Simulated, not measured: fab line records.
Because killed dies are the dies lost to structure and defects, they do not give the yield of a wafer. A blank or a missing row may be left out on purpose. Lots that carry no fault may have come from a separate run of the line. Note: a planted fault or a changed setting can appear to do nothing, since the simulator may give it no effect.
Matching of chambers ; flow nand harc ; NHARC_A_STAIRCASE_CMP_152 on cmp-01: 4 sister chambers
The step polishes. 4 wafers are shown with their chamber, then 9 later ones without.

WAFERS, EACH WITH ITS CHAMBER
wafer;chamber;motor current A (A)
L083.4;3;12.0
L085.1;1;10.3
L085.2;2;11.3
L085.4;0;12.1

WAFERS WHOSE CHAMBER IS MISSING
wafer;motor current A (A)
L088.4;12.4
L088.5;10.3
L088.6;10.8
L094.2;11.9
L094.3;12.3
L094.5;12.2
L096.2;12.2
L096.4;10.9
L096.5;12.1

EACH ONE'S CHAMBER
wafer;from the rows above;in truth
L088.4;can't be placed: 0 or 3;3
L088.5;1;1
L088.6;can't be placed: 1 or 2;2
L094.2;can't be placed: 3 or 0 or 2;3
L094.3;can't be placed: 0 or 3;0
L094.5;can't be placed: 0 or 3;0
L096.2;can't be placed: 0 or 3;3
L096.4;can't be placed: 2 or 1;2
L096.5;can't be placed: 0 or 3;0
1 of 9 placed correctly. Unplaceable from these rows: 8, with the true chamber sitting among the candidates in 8. Wrongly placed: 0.
How it was worked out, from the rows above alone: a wafer's distance from a chamber is the root of the sum, over the readings, of the square of ((its reading less the chamber's mean) divided by the reading's scatter). The wafer belongs to the nearest chamber; if the next one is less than 2 further off, it can't be placed. The mean given for a chamber averages the wafers shown for that chamber. The scatter (one wafer shown for each chamber): square how far every hidden wafer sits from the nearest shown wafer, average those squares and take the square root.
